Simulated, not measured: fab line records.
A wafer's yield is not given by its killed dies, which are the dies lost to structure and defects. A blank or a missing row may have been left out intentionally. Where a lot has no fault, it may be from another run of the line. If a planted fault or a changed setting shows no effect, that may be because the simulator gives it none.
fab line records	flow n5Finfet
[record] lots = 11	wafers = 28	lastDay = 18
route steps=1938 shown BEOL_M0_SAQP@663 BEOL_M4@1111 PASSIVATION@1936
lots untouched by any fault: they come from a run of this same line in which no faults occurred
startH: start of the lot's first displayed wafer, in hours after the record's first day	waitH: time in hours since the lot's previous step	" same as the row above	L1.1+2: a row that stands for several wafers	- either no value or no given start	* or withheld: withheld	< > ~ a bound
route shown NAME@n: names a module that has steps shown in the file, with the first one's number in the route	usual: the fault-free wafers' mean and standard deviation	same: alike in all rows	chamber/n: place in a boat	sites: each site's reading	_std_site: the standard deviation of these	_edge_site: inner sites' mean taken away from outer sites' mean	radiusMm: for every site, how far away it sits from the centre of the wafer	mask NAME#n: copy n	behind: tool/chamber where the wafer was last shaped	hold: why the lot was held/for how many hours/how that ended	device: the transistor (n, p or np) that didn't switch	end of line: at the end of the route, the tests of the same wafers	for a step that has no rows: nothing shown but its recipe	killed: dies that structure and defects cost at the first sort, which is not the same as the wafer's yield	map: a wafer's dies, x killed, . not, _ none there
set.NAME: the setting as run; set.NAME@STEP: as run at that earlier step	model.NAME: the simulator's own value behind a step, which no gauge read
one table for each step of the route and one row for each wafer, over a sample of lots
services: a tool's chamber out of use, with start hour (startH, from the record's first day; less than 0 if before it), hours out, and reason
[[steps]]
[step N5_BEOL_M0_SAQP_SPACER1_ALD_98]
[recipe] material = SiO2	targetThkA = 128	tempC = 300	aldPrecursorFamily = BDEAS	aldCoReactant = O2-plasma	pulseTimeS = 1	purgeTimeS = 2	coReactantPurgeTimeS = 2	aldCycles = 138	pressureTorr = 2
[usual] heaterPowerW = 478/63	precursorPulseHeightRel = 1.000/0.021	susceptorTempC = 300.00/0.19
lot.wafer	tool	chamber	startH	waitH	heaterPowerW	precursorPulseHeightRel	susceptorTempC
L648.2	aldSin-01	0	133.53	0.3	497	1.029	300.01
L648.4	"	2	"	"	468	1.024	300.16
L648.5	"	2	"	"	485	0.964	299.86
L652.2	aldSin-04	1	154.26	0.3	427	1.033	299.95
L652.3	"	0	"	"	620	1.005	300.05
L652.4	"	3	"	"	415	0.975	300.12
L653.1	aldSin-04	3	157.17	0.3	412	1.049	299.67
L653.2	"	1	"	"	418	0.963	300.07
L653.4	"	0	"	"	618	0.995	299.99
L657.4	aldSin-01	3	189.79	0.1	434	1.010	299.98
L657.5	"	0	"	"	519	1.004	300.00
L658.1	aldSin-04	1	192.15	0.5	416	1.017	300.30
L658.5	"	0	"	"	555	1.003	299.91
L659.1	aldSin-01	1	196.15	0.3	445	0.953	299.97
L659.2	"	3	"	"	425	1.003	299.88
L659.4	"	2	"	"	477	0.989	299.78
L660.2	aldSin-03	3	198.95	0.3	518	0.965	299.52
L660.5	"	3	"	"	514	1.010	299.91
L662.1	aldSin-04	3	210.65	0.3	448	0.990	311.26
L662.2	"	0	"	"	572	1.004	300.22
L662.4	"	2	"	"	315	1.005	300.10
L663.3	aldSin-03	3	216.23	0.3	515	0.986	300.44
L663.6	"	3	"	"	503	0.958	299.89
L664.4	aldSin-04	1	218.98	0.1	413	0.962	300.20
L664.5	"	2	"	"	321	1.006	299.89
L664.6	"	3	"	"	450	0.998	311.55
L668.4	aldSin-01	3	246.31	0.1	449	1.009	299.80
L668.6	"	1	"	"	433	0.993	299.87
[step N5_BEOL_M0_SAQP_ETCH_102]
[recipe] chemistry = CF4	target = SiO2	targetDepthA = 40	ionEnergyEv = 350	timeS = 4.4	pressureMtorr = 10	icpW = 800	biasW = 400	cf4FlowSccm = 80
[usual] drypumpMotorCurrentA = 5.8/0.39	oesProductAu = 1.008/0.016	throttleValvePct = 21.79/0.28
lot.wafer	tool	chamber	startH	waitH	drypumpMotorCurrentA	oesProductAu	rfHoursCounterH	throttleValvePct
L648.2	rieSi-04	0	134.35	0.1	5.9	0.976	6	22.06
L648.4	"	1	"	"	5.3	1.021	130	21.81
L648.5	"	2	"	"	6.1	0.999	-	22.03
L652.2	rieSi-03	0	155.35	0.1	5.5	1.033	81	21.23
L652.3	"	2	"	"	5.9	1.013	143	22.22
L652.4	"	0	"	"	5.5	1.030	-	21.23
L653.1	rieSi-02	0	158.15	0.1	6.2	1.011	114	21.59
L653.2	"	1	"	"	5.2	0.996	102	21.89
L653.4	"	2	"	"	6.0	1.009	126	21.51
L657.4	rieSi-03	3	190.61	0.0	5.4	0.996	166	21.73
L657.5	"	2	"	"	5.9	0.992	-	22.23
L658.1	rieSi-04	1	193.05	0.1	5.2	1.046	131	21.81
L658.5	"	3	"	"	6.0	0.983	-	21.63
L659.1	rieSi-03	3	196.97	0.1	5.4	1.001	166	21.74
L659.2	"	0	"	"	5.5	1.035	82	21.24
L659.4	"	2	"	"	6.0	1.010	144	22.23
L660.2	rieSi-04	0	200.06	0.1	5.9	0.977	7	22.07
L660.5	"	1	"	"	5.2	1.026	-	21.80
L662.1	rieSi-04	1	211.46	0.1	5.2	1.031	132	21.81
L662.2	"	2	"	"	6.0	1.005	2	22.02
L662.4	"	3	"	"	5.9	0.984	2	21.63
L663.3	rieSi-03	3	217.05	0.1	5.4	0.993	167	21.73
L663.6	"	2	"	"	6.0	1.012	-	22.21
L664.4	rieSi-03	2	219.81	0.1	6.0	1.005	-	22.23
L664.5	"	0	"	"	5.5	1.021	-	21.22
L664.6	"	3	"	"	5.4	0.996	-	21.73
L668.4	rieSi-04	3	247.12	0.1	5.9	1.003	3	21.65
L668.6	"	2	"	"	6.0	1.012	-	22.02
[step N5_BEOL_M0_SAQP_ETCH_106]
[recipe] chemistry = N2/H2	target = SOC	targetDepthA = 1500	stopOn = SiNx	ionEnergyEv = 100	biasW = 61	pressureMtorr = 30	sourceW = 850	n2FlowSccm = 200	h2FlowSccm = 200
[usual] drypumpMotorCurrentA = 5.7/0.55	oesProductAu = 0.82/0.094	rfVppV = 241.5/1.5	showerheadPlenumPTorr = 2.61/0.087	throttleValvePct = 17.74/0.25
lot.wafer	tool	chamber	startH	waitH	drypumpMotorCurrentA	oesProductAu	rfHoursCounterH	rfVppV	showerheadPlenumPTorr	throttleValvePct
L648.2	rieDiel-04	1	134.91	-	4.7	0.69	237	241.7	2.62	17.71
L648.4	"	3	"	"	5.5	0.92	7	242.1	2.61	17.41
L648.5	"	0	"	"	6.4	0.88	-	242.2	2.59	17.85
L652.2	rieDiel-04	3	155.99	-	5.5	0.89	13	240.1	2.61	17.41
L652.3	"	0	"	"	6.4	0.86	30	241.1	2.59	17.86
L652.4	"	2	"	"	5.4	0.91	19	242.2	2.70	17.66
L653.1	rieDiel-06	0	158.71	-	5.9	0.92	16	241.4	2.62	17.65
L653.2	"	3	"	"	6.0	0.77	137	239.7	2.56	17.71
L653.4	"	1	"	"	6.8	0.69	203	241.3	2.64	18.18
L657.4	rieDiel-03	0	191.17	-	5.9	0.95	12	243.8	2.69	17.41
L657.5	"	0	"	"	5.9	0.94	-	242.4	2.69	17.43
L658.1	rieDiel-03	2	193.62	-	5.1	0.68	232	238.2	2.40	17.94
L658.5	"	0	"	"	5.9	0.95	-	244.1	2.69	17.44
L659.1	rieDiel-04	3	197.54	-	5.5	0.87	28	242.9	2.61	17.47
L659.2	"	2	"	"	5.4	0.88	33	242.6	2.70	17.68
L659.4	"	0	"	"	6.4	0.85	-	241.7	2.58	17.89
L660.2	rieDiel-03	2	200.62	-	5.1	0.70	234	238.7	2.40	17.93
L660.5	"	0	"	"	5.9	0.95	-	242.9	2.69	17.43
L662.1	rieDiel-06	1	212.03	-	6.8	0.69	217	242.2	2.63	18.21
L662.2	"	2	"	"	5.5	0.88	25	240.9	2.50	17.37
L662.4	"	3	"	"	6.0	0.76	152	241.1	2.55	17.72
L663.3	rieDiel-06	0	217.61	-	5.9	0.87	34	240.4	2.61	17.68
L663.6	"	0	"	"	5.9	0.89	-	241.3	2.61	17.68
L664.4	rieDiel-06	0	220.38	-	6.0	0.88	35	240.5	2.61	17.69
L664.5	"	2	"	"	5.5	0.88	-	239.2	2.50	17.37
L664.6	"	3	"	"	6.0	0.76	-	241.0	2.55	17.75
L668.4	rieDiel-03	2	247.69	-	5.1	0.67	248	238.1	2.40	17.95
L668.6	"	1	"	"	5.4	0.71	-	242.2	2.64	18.15
[step N5_BEOL_M0_SAQP_ETCH_107]
[recipe] chemistry = CH3F/O2	target = SiNx	targetDepthA = 300	maskMaterial = SOC	pressureMtorr = 30	sourceW = 395	biasW = 73	Ar_flow_sccm = 150	CH3F_flow_sccm = 30	O2_flow_sccm = 20	ionEnergyEv = 120
[usual] drypumpMotorCurrentA = 5.7/0.55	oesProductAu = 0.84/0.099	rfVppV = 298/5.1	showerheadPlenumPTorr = 2.05/0.067	throttleValvePct = 16.25/0.2
lot.wafer	tool	chamber	startH	waitH	drypumpMotorCurrentA	oesProductAu	rfHoursCounterH	rfVppV	showerheadPlenumPTorr	throttleValvePct
L648.2	rieDiel-04	1	134.97	0.0	4.7	0.70	237	296	2.07	16.24
L648.4	"	3	"	"	5.5	0.92	7	298	2.06	15.99
L648.5	"	0	"	"	6.4	0.89	-	304	2.04	16.39
L652.2	rieDiel-04	3	156.05	0.0	5.5	0.92	13	301	2.05	15.98
L652.3	"	0	"	"	6.4	0.90	30	305	2.03	16.41
L652.4	"	2	"	"	5.4	0.93	19	292	2.13	16.16
L653.1	rieDiel-06	0	158.77	0.0	5.9	0.93	16	305	2.06	16.15
L653.2	"	3	"	"	6.0	0.78	137	298	2.01	16.24
L653.4	"	1	"	"	6.8	0.70	203	291	2.05	16.52
L657.4	rieDiel-03	0	191.23	0.0	5.9	0.97	12	296	2.13	16.04
L657.5	"	0	"	"	5.9	0.96	-	295	2.13	16.03
L658.1	rieDiel-03	2	193.68	0.0	5.1	0.69	232	304	1.90	16.59
L658.5	"	0	"	"	5.9	0.96	-	295	2.13	16.04
L659.1	rieDiel-04	3	197.60	0.0	5.5	0.88	28	301	2.05	16.04
L659.2	"	2	"	"	5.4	0.90	33	290	2.13	16.18
L659.4	"	0	"	"	6.4	0.87	-	304	2.03	16.43
L660.2	rieDiel-03	2	200.68	0.0	5.1	0.68	234	304	1.90	16.61
L660.5	"	0	"	"	5.9	0.96	-	295	2.13	16.04
L662.1	rieDiel-06	1	212.09	0.0	6.7	0.68	217	292	2.05	16.52
L662.2	"	2	"	"	5.5	0.90	25	295	1.97	15.91
L662.4	"	3	"	"	6.0	0.77	152	296	2.00	16.27
L663.3	rieDiel-06	0	217.67	0.0	5.9	0.89	34	303	2.05	16.21
L663.6	"	0	"	"	5.9	0.89	-	305	2.05	16.18
L664.4	rieDiel-06	0	220.44	0.0	5.9	0.88	35	305	2.05	16.20
L664.5	"	2	"	"	5.4	0.88	-	297	1.97	15.92
L664.6	"	3	"	"	5.9	0.76	-	296	2.00	16.25
L668.4	rieDiel-03	2	247.75	0.0	5.1	0.68	248	304	1.90	16.63
L668.6	"	1	"	"	5.4	0.72	-	302	2.05	16.43
[step N5_BEOL_M4_RC_MEAS_101]
[usual] DIBL_N = 36.3/1.7	DIBL_P = 36.0/1.9	IOFF_N = 0.156/0.028	IOFF_P = 0.21/0.036	ION_N = 675/11	ION_P = 463/7.8	SS_N = 71.6/0.59	SS_P = 73.2/0.63	VT_N = 250/3.1	VT_P = -251/3.4
lot.wafer	tool	chamber	startH	waitH	DIBL_N[mV/V]	DIBL_P[mV/V]	IOFF_N[nA/um]	IOFF_P[nA/um]	ION_N[uA/um]	ION_P[uA/um]	SS_N[mV/dec]	SS_P[mV/dec]	VT_N[mV]	VT_P[mV]
L648.2	prober-02	0	184.73	0.2	38.1	37.9	0.190	0.24	682	470	71.2	73.5	248	-252
L648.4	"	0	"	"	34.3	32.5	0.127	0.17	680	463	70.5	72.5	251	-256
L648.5	"	0	"	"	36.9	36.6	0.170	0.22	688	466	71.9	73.9	250	-253
L653.1	prober-02	0	204.67	0.0	34.3	33.6	0.128	0.17	674	460	70.8	72.6	253	-251
L653.2	"	0	"	"	34.4	34.0	0.122	0.17	663	451	71.3	73.4	252	-254
L653.4	"	0	"	"	38.4	38.9	0.192	0.25	678	458	72.2	74.0	247	-249
L652.2	prober-01	0	210.53	0.2	37.0	37.0	0.159	0.22	675	461	71.3	73.8	248	-247
L652.3	"	0	"	"	37.8	38.1	0.195	0.26	691	475	71.4	73.9	245	-244
L652.4	"	0	"	"	36.4	35.9	0.144	0.20	662	458	72.1	73.5	250	-249
L657.4	prober-02	0	245.42	0.5	34.0	32.4	0.127	0.17	656	457	70.6	72.5	253	-252
L657.5	"	0	"	"	34.4	34.6	0.136	0.20	670	470	71.2	73.0	252	-252
L659.1	prober-02	0	248.31	0.0	36.5	37.7	0.165	0.19	676	454	72.8	72.5	252	-251
L659.2	"	0	"	"	36.7	37.9	0.153	0.19	670	458	71.7	73.7	251	-252
L659.4	"	0	"	"	38.2	39.8	0.193	0.23	677	462	71.7	73.6	246	-251
L658.1	prober-02	0	250.83	0.0	36.5	35.3	0.171	0.25	693	481	72.3	73.4	246	-245
L658.5	"	0	"	"	37.8	36.9	0.193	0.27	691	480	72.7	74.0	246	-246
L660.2	prober-01	0	253.39	0.2	34.1	36.0	0.121	0.21	667	466	70.9	73.4	255	-247
L660.5	"	0	"	"	37.0	38.6	0.166	0.26	679	474	72.2	74.2	252	-245
L662.1	prober-02	0	261.07	0.0	34.7	35.2	0.133	0.18	671	453	71.5	73.1	253	-251
L662.2	"	0	"	"	34.9	35.9	0.141	0.19	669	463	71.5	73.3	252	-254
L662.4	"	0	"	"	35.6	35.2	0.151	0.18	667	458	71.8	73.2	254	-253
L663.3	prober-01	0	272.47	0.3	37.2	37.6	0.184	0.22	696	467	72.2	74.1	248	-251
L663.6	"	0	"	"	37.4	36.7	0.170	0.21	676	463	71.3	73.6	248	-248
L664.4	prober-02	0	280.73	0.5	34.3	33.0	0.118	0.17	655	451	70.8	72.6	254	-255
L664.5	"	0	"	"	35.0	33.9	0.126	0.17	660	457	71.0	72.8	254	-253
L664.6	"	0	"	"	38.6	39.0	0.200	0.26	683	467	71.6	74.1	245	-248
L668.4	prober-01	0	320.54	0.5	36.5	35.5	0.142	0.22	667	466	71.1	72.7	250	-247
L668.6	"	0	"	"	41.0	40.2	0.249	0.32	689	478	72.7	74.6	242	-245
[step N5_PASSIVATION_PROBE_49]
[usual] defectLimitedYield = 91.5/1.5	killed_at_M0_to_M3 = 30/11	killed_at_M4_up = 13/4.9	killedAtContacts = 14/6.5	killedAtFrontEnd = 40/11	killedAtOther = 3.3/2.7	killedDies = 100/18	killedOpen = 67/14	killedShort = 32/7.8	sort_bin_5_function = 5.0/0.97	sort_bin_6_memory = 3.2/0.75	sortNPass = 1080/18	sortYieldPct = 91.5/1.5
[same] grossDies = 1180	killedAtBackSide = 0	sort_bin_4_leakage[%] = 0	sort_bin_8_speed[%] = 0
lot.wafer	tool	chamber	startH	waitH	defectLimitedYield[%]	killed_at_M0_to_M3	killed_at_M4_up	killedAtContacts	killedAtFrontEnd	killedAtOther	killedDies	killedOpen	killedShort	sort_bin_5_function[%]	sort_bin_6_memory[%]	sortNPass	sortYieldPct[%]
L648.2	prober-01	-	300.23	0.1	93.0	24	7	18	32	2	83	51	30	4.0	2.8	1097	93.0
L648.4	prober-01	-	300.33	0.2	90.3	48	9	18	32	8	115	81	31	4.9	4.4	1065	90.3
L648.5	prober-01	-	300.38	0.2	90.3	48	11	25	30	0	114	88	24	6.0	3.3	1066	90.3
L653.1	prober-01	-	308.48	0.0	92.3	29	17	6	36	3	91	64	27	5.1	2.5	1089	92.3
L653.2	prober-01	-	308.53	0.1	92.5	34	11	14	28	2	89	66	23	5.2	2.1	1091	92.5
L653.4	prober-01	-	308.63	0.2	90.2	29	19	15	52	1	116	73	35	5.8	3.0	1064	90.2
L652.2	prober-01	-	316.19	0.1	89.2	38	19	24	37	9	127	79	42	6.4	3.6	1053	89.2
L652.3	prober-01	-	316.24	0.1	89.8	39	20	20	35	6	120	80	40	6.0	3.8	1060	89.8
L652.4	prober-01	-	316.29	0.2	90.5	27	14	26	42	3	112	77	33	5.7	3.6	1068	90.5
L657.4	prober-01	-	354.90	0.2	87.2	58	10	27	53	3	151	110	41	7.9	4.5	1029	87.2
L657.5	prober-01	-	354.95	0.2	90.2	44	14	22	35	1	116	85	31	5.6	3.9	1064	90.2
L660.2	prober-02	-	365.97	0.1	90.3	57	7	9	39	2	114	68	46	4.9	4.3	1066	90.3
L660.5	prober-02	-	366.12	0.2	93.2	26	16	13	23	2	80	54	26	3.9	2.6	1100	93.2
L662.1	prober-01	-	366.53	0.0	91.6	25	7	11	50	6	99	65	29	4.7	2.6	1081	91.6
L662.2	prober-01	-	366.58	0.1	90.8	34	13	8	52	2	109	75	32	5.0	3.9	1071	90.8
L662.4	prober-01	-	366.68	0.2	93.6	23	9	10	32	2	76	54	21	4.3	1.9	1104	93.6
L659.1	prober-01	-	369.01	0.0	91.8	13	18	10	54	2	97	70	26	4.7	3.3	1083	91.8
L659.2	prober-01	-	369.06	0.1	93.1	16	12	13	35	5	81	55	26	4.2	2.2	1099	93.1
L659.4	prober-01	-	369.16	0.2	92.4	26	11	6	47	0	90	63	27	4.6	3.1	1090	92.4
L658.1	prober-01	-	370.99	0.0	91.0	24	13	23	43	3	106	89	17	5.3	3.4	1074	91.0
L658.5	prober-01	-	371.19	0.2	91.9	29	17	7	43	0	96	68	28	4.7	3.1	1084	91.9
L663.3	prober-01	-	379.55	0.1	92.8	23	6	9	40	7	85	42	41	4.7	1.9	1095	92.8
L663.6	prober-01	-	379.70	0.3	94.4	11	12	11	30	2	66	39	27	3.1	2.2	1114	94.4
L664.4	prober-01	-	385.06	0.2	93.4	24	17	18	19	0	78	59	17	3.6	2.8	1102	93.4
L664.5	prober-01	-	385.11	0.2	91.6	31	14	17	30	7	99	65	33	5.0	3.1	1081	91.6
L664.6	prober-01	-	385.16	0.3	93.0	16	9	15	41	2	83	59	23	4.7	2.1	1097	93.0
L668.4	prober-02	-	422.87	0.2	92.0	27	14	7	43	3	94	68	26	4.5	3.1	1086	92.0
L668.6	prober-02	-	422.97	0.3	89.9	38	18	6	52	5	119	85	33	6.1	3.9	1061	89.9
// killed by level:class
L648.2 MOL_CONTACT_COAG:geometricParticle:open=14 FIN_SAQP:geometricParticle:open=8 FIN_SAQP:geometricParticle:short=6 STI_FIN_REVEAL:geometricParticle:open=5 BEOL_M0_SAQP:geometricParticle:open=5 BEOL_M0_SAQP:geometricParticle:short=5 BEOL_M4:geometricParticle:open=5 MOL_CONTACT_COAG:geometricParticle:short=4
L648.4 BEOL_M1:geometricParticle:open=18 MOL_CONTACT_COAG:geometricParticle:open=15 BEOL_M0_SAQP:geometricParticle:open=10 BEOL_M0_SAQP:geometricParticle:short=6 FIN_SAQP:geometricParticle:open=5 BEOL_M3:geometricParticle:open=5 GATE_CUT:geometricParticle:open=4 GATE_CUT:geometricParticle:short=4
L648.5 MOL_CONTACT_COAG:geometricParticle:open=21 BEOL_M3:geometricParticle:open=13 BEOL_M2:geometricParticle:open=10 BEOL_M0_SAQP:geometricParticle:open=8 BEOL_M1:geometricParticle:open=8 FIN_SAQP:geometricParticle:open=4 STI_FIN_REVEAL:geometricParticle:open=4 MOL_CONTACT_COAG:geometricParticle:short=4
L653.1 FIN_SAQP:geometricParticle:short=10 BEOL_M2:geometricParticle:open=10 BEOL_M3:geometricParticle:open=9 BEOL_M6:geometricParticle:open=7 FIN_SAQP:geometricParticle:open=5 MOL_CONTACT_COAG:geometricParticle:open=5 STI_FIN_REVEAL:geometricParticle:open=4 GATE_CUT:geometricParticle:short=3
L653.2 MOL_CONTACT_COAG:geometricParticle:open=13 BEOL_M3:geometricParticle:open=10 BEOL_M2:geometricParticle:open=7 BEOL_M0_SAQP:geometricParticle:short=7 FIN_SAQP:geometricParticle:short=5 DUMMY_GATE:geometricParticle:open=4 BEOL_M1:geometricParticle:open=4 FIN_CUT:geometricParticle:short=3
L653.4 FIN_SAQP:geometricParticle:short=21 MOL_CONTACT_COAG:geometricParticle:open=14 FIN_SAQP:geometricParticle:open=10 BEOL_M2:geometricParticle:open=10 BEOL_M4:geometricParticle:open=10 BEOL_M3:geometricParticle:open=8 HKMG_FIN:areaEtch=8 DUMMY_GATE:geometricParticle:open=3
L652.2 MOL_CONTACT_COAG:geometricParticle:open=20 BEOL_M2:geometricParticle:open=8 BEOL_M0_SAQP:geometricParticle:short=7 BEOL_M0_SAQP:geometricParticle:open=7 FIN_SAQP:geometricParticle:short=6 BEOL_M4:geometricParticle:open=6 BEOL_M3:geometricParticle:open=6 PASS1_CAP:geometricParticle:short=5
L652.3 MOL_CONTACT_COAG:geometricParticle:open=14 BEOL_M0_SAQP:geometricParticle:short=10 STI_FIN_REVEAL:geometricParticle:open=9 DUMMY_GATE:geometricParticle:open=8 BEOL_M0_SAQP:geometricParticle:open=8 BEOL_M2:geometricParticle:open=8 BEOL_M1:geometricParticle:open=6 MOL_CONTACT_COAG:geometricParticle:short=6
L652.4 MOL_CONTACT_COAG:geometricParticle:open=23 FIN_SAQP:geometricParticle:open=11 FIN_SAQP:geometricParticle:short=9 BEOL_M1:geometricParticle:open=7 DUMMY_GATE:geometricParticle:open=4 GATE_CUT:geometricParticle:short=4 BEOL_M1:geometricParticle:short=4 BEOL_M2:geometricParticle:open=4
L657.4 MOL_CONTACT_COAG:geometricParticle:open=25 FIN_SAQP:geometricParticle:open=13 FIN_SAQP:geometricParticle:short=13 BEOL_M3:geometricParticle:open=12 BEOL_M2:geometricParticle:short=10 BEOL_M0_SAQP:geometricParticle:open=10 BEOL_M2:geometricParticle:open=10 STI_FIN_REVEAL:geometricParticle:open=9
L657.5 MOL_CONTACT_COAG:geometricParticle:open=21 BEOL_M0_SAQP:geometricParticle:open=15 FIN_SAQP:geometricParticle:open=14 BEOL_M0_SAQP:geometricParticle:short=11 BEOL_M2:geometricParticle:open=7 FIN_SAQP:geometricParticle:short=6 STI_FIN_REVEAL:geometricParticle:open=4 BEOL_M5:geometricParticle:open=4
L660.2 BEOL_M0_SAQP:geometricParticle:short=17 BEOL_M1:geometricParticle:open=10 FIN_SAQP:geometricParticle:open=9 BEOL_M0_SAQP:geometricParticle:open=8 FIN_SAQP:geometricParticle:short=7 BEOL_M2:geometricParticle:open=7 MOL_CONTACT_COAG:geometricParticle:open=6 STARTING-WAFER:geometricParticle:open=6
L660.5 MOL_CONTACT_COAG:geometricParticle:open=10 BEOL_M2:geometricParticle:open=6 BEOL_M0_SAQP:geometricParticle:open=6 FIN_SAQP:geometricParticle:short=5 BEOL_M0_SAQP:geometricParticle:short=5 BEOL_M4:geometricParticle:open=5 FIN_SAQP:geometricParticle:open=4 GATE_CUT:geometricParticle:short=4
L662.1 STI_FIN_REVEAL:geometricParticle:open=13 MOL_CONTACT_COAG:geometricParticle:open=9 DUMMY_GATE:geometricParticle:open=7 FIN_SAQP:geometricParticle:short=6 FIN_SAQP:geometricParticle:open=5 BEOL_M1:geometricParticle:open=5 BEOL_M0_SAQP:geometricParticle:short=5 BEOL_M2:geometricParticle:open=5
L662.2 FIN_SAQP:geometricParticle:open=21 FIN_SAQP:geometricParticle:short=9 STI_FIN_REVEAL:geometricParticle:open=9 BEOL_M1:geometricParticle:open=7 MOL_CONTACT_COAG:geometricParticle:open=6 BEOL_M3:geometricParticle:open=6 BEOL_M0_SAQP:geometricParticle:open=5 BEOL_M0_SAQP:geometricParticle:short=5
L662.4 FIN_SAQP:geometricParticle:open=9 MOL_CONTACT_COAG:geometricParticle:open=8 BEOL_M1:geometricParticle:open=7 DUMMY_GATE:geometricParticle:open=6 BEOL_M2:geometricParticle:open=5 FIN_SAQP:geometricParticle:short=4 STARTING-WAFER:geometricParticle:open=4 BEOL_M1:geometricParticle:short=4
L659.1 STI_FIN_REVEAL:geometricParticle:open=16 FIN_SAQP:geometricParticle:short=8 MOL_CONTACT_COAG:geometricParticle:open=8 FIN_SAQP:geometricParticle:open=6 GATE_CUT:geometricParticle:short=6 BEOL_M4:geometricParticle:open=6 DUMMY_GATE:geometricParticle:open=5 BEOL_M5:geometricParticle:open=5
L659.2 MOL_CONTACT_COAG:geometricParticle:open=11 STI_FIN_REVEAL:geometricParticle:open=7 FIN_SAQP:geometricParticle:short=6 BEOL_M3:geometricParticle:open=6 FIN_SAQP:geometricParticle:open=5 GATE_CUT:geometricParticle:short=4 DUMMY_GATE:geometricParticle:open=3 BEOL_M6:geometricParticle:open=3
L659.4 STI_FIN_REVEAL:geometricParticle:open=9 FIN_SAQP:geometricParticle:open=8 FIN_SAQP:geometricParticle:short=8 BEOL_M2:geometricParticle:open=7 GATE_CUT:geometricParticle:short=6 DUMMY_GATE:geometricParticle:open=5 GATE_CUT:geometricParticle:open=5 MOL_CONTACT_COAG:geometricParticle:open=5
L658.1 MOL_CONTACT_COAG:geometricParticle:open=21 STI_FIN_REVEAL:geometricParticle:open=17 FIN_SAQP:geometricParticle:open=7 BEOL_M1:geometricParticle:open=7 BEOL_M5:geometricParticle:open=6 DUMMY_GATE:geometricParticle:open=5 BEOL_M0_SAQP:geometricParticle:open=5 BEOL_M4:geometricParticle:open=5
L658.5 STI_FIN_REVEAL:geometricParticle:open=11 BEOL_M3:geometricParticle:open=8 BEOL_M4:geometricParticle:open=8 MOL_CONTACT_COAG:geometricParticle:open=6 BEOL_M1:geometricParticle:open=6 FIN_SAQP:geometricParticle:open=5 FIN_SAQP:geometricParticle:short=5 GATE_CUT:geometricParticle:short=5
L663.3 FIN_SAQP:geometricParticle:short=9 MOL_CONTACT_COAG:geometricParticle:open=6 BEOL_M2:geometricParticle:open=6 FIN_SAQP:geometricParticle:open=5 STARTING-WAFER:geometricParticle:short=5 STI_FIN_REVEAL:geometricParticle:open=5 GATE_CUT:geometricParticle:short=5 BEOL_M0_SAQP:geometricParticle:open=5
L663.6 FIN_SAQP:geometricParticle:short=13 MOL_CONTACT_COAG:geometricParticle:open=10 DUMMY_GATE:geometricParticle:open=7 BEOL_M4:geometricParticle:open=4 BEOL_M5:geometricParticle:open=4 DUMMY_GATE:geometricParticle:short=3 BEOL_M1:geometricParticle:short=3 FIN_SAQP:geometricParticle:open=2
L664.4 MOL_CONTACT_COAG:geometricParticle:open=16 BEOL_M2:geometricParticle:open=8 BEOL_M4:geometricParticle:open=6 FIN_SAQP:geometricParticle:short=5 BEOL_M0_SAQP:geometricParticle:short=4 BEOL_M0_SAQP:geometricParticle:open=4 STI_FIN_REVEAL:geometricParticle:open=3 DUMMY_GATE:geometricParticle:open=3
L664.5 MOL_CONTACT_COAG:geometricParticle:open=13 BEOL_M0_SAQP:geometricParticle:open=12 BEOL_M1:geometricParticle:open=7 BEOL_M2:geometricParticle:open=5 BEOL_M4:geometricParticle:open=5 FIN_SAQP:geometricParticle:open=4 FIN_SAQP:geometricParticle:short=4 BEOL_M0_SAQP:geometricParticle:short=4
L664.6 FIN_SAQP:geometricParticle:open=15 MOL_CONTACT_COAG:geometricParticle:open=15 FIN_SAQP:geometricParticle:short=7 BEOL_M1:geometricParticle:open=7 ILD0:geometricParticle:short=5 BEOL_M2:geometricParticle:open=5 STI_FIN_REVEAL:geometricParticle:open=4 GATE_CUT:geometricParticle:short=3
L668.4 STI_FIN_REVEAL:geometricParticle:open=20 BEOL_M0_SAQP:geometricParticle:short=7 BEOL_M3:geometricParticle:open=7 BEOL_M4:geometricParticle:open=7 STI_FIN_REVEAL:geometricParticle:short=6 MOL_CONTACT_COAG:geometricParticle:open=5 BEOL_M1:geometricParticle:open=5 GATE_CUT:geometricParticle:short=4
L668.6 STI_FIN_REVEAL:geometricParticle:open=31 BEOL_M4:geometricParticle:open=12 BEOL_M0_SAQP:geometricParticle:short=11 BEOL_M0_SAQP:geometricParticle:open=9 BEOL_M1:geometricParticle:open=7 MOL_CONTACT_COAG:geometricParticle:open=5 FIN_SAQP:geometricParticle:open=4 STI_FIN_REVEAL:geometricParticle:short=4
[[services]]
tool	chamber	startH	hours	kind
rieDiel-03	3	109.89	-	clean
rieDiel-03	3	109.89	-	consumableReplace:focusRing
rieDiel-03	3	109.89	-	consumableReplace:showerhead
rieSi-04	2	111.45	2.5	repair
rieDiel-06	2	111.69	-	clean
rieDiel-06	2	111.69	-	consumableReplace:focusRing
rieDiel-06	2	111.69	13.6	scheduledDown
rieDiel-06	2	111.69	13.6	ventCycle
rieSi-02	2	133.76	5.6	repair
aldSin-01	1	146.65	5.5	repair
rieSi-03	3	147.08	9.5	repair
rieSi-03	-	152.46	0.6	repair
aldSin-04	-	178.15	14.0	pm
rieDiel-04	1	179.78	2.1	repair
rieDiel-04	1	183.93	-	clean
rieDiel-04	1	183.93	-	consumableReplace:focusRing
rieDiel-04	1	183.93	21.3	scheduledDown
rieDiel-04	1	183.93	21.3	ventCycle
aldSin-03	1	184.49	81.6	repair
rieSi-03	1	213.18	11.3	repair
rieSi-02	3	229.05	15.2	repair
rieDiel-03	1	231.32	3.0	repair
rieDiel-06	2	238.25	3.6	repair
aldSin-03	3	247.56	2.0	repair
[[key]]
[firstSign] step = N5_BEOL_M0_SAQP_SPACER1_ALD_98	reading = susceptorTempC	direction = up	sigmas = 60	usual = *	struck = *
effect none on later readings
metAt N5_BEOL_M0_SAQP_SPACER1_ALD_98
struckLots L662,L664
struckWafers L662.1,L664.6
notActingAt N5_BEOL_M0_SAQP_ETCH_102,N5_BEOL_M0_SAQP_ETCH_106,N5_BEOL_M0_SAQP_ETCH_107
onsetBetween 157.17 210.65
[fault] kind = processParameterDrift	tool = aldSin-04	chamber = 3	onsetH = 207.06	steps = N5_BEOL_M0_SAQP_SPACER1_ALD_98	channel = tempC	offset = *	shape = step	endH = 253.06	actsIn = *	stated = *
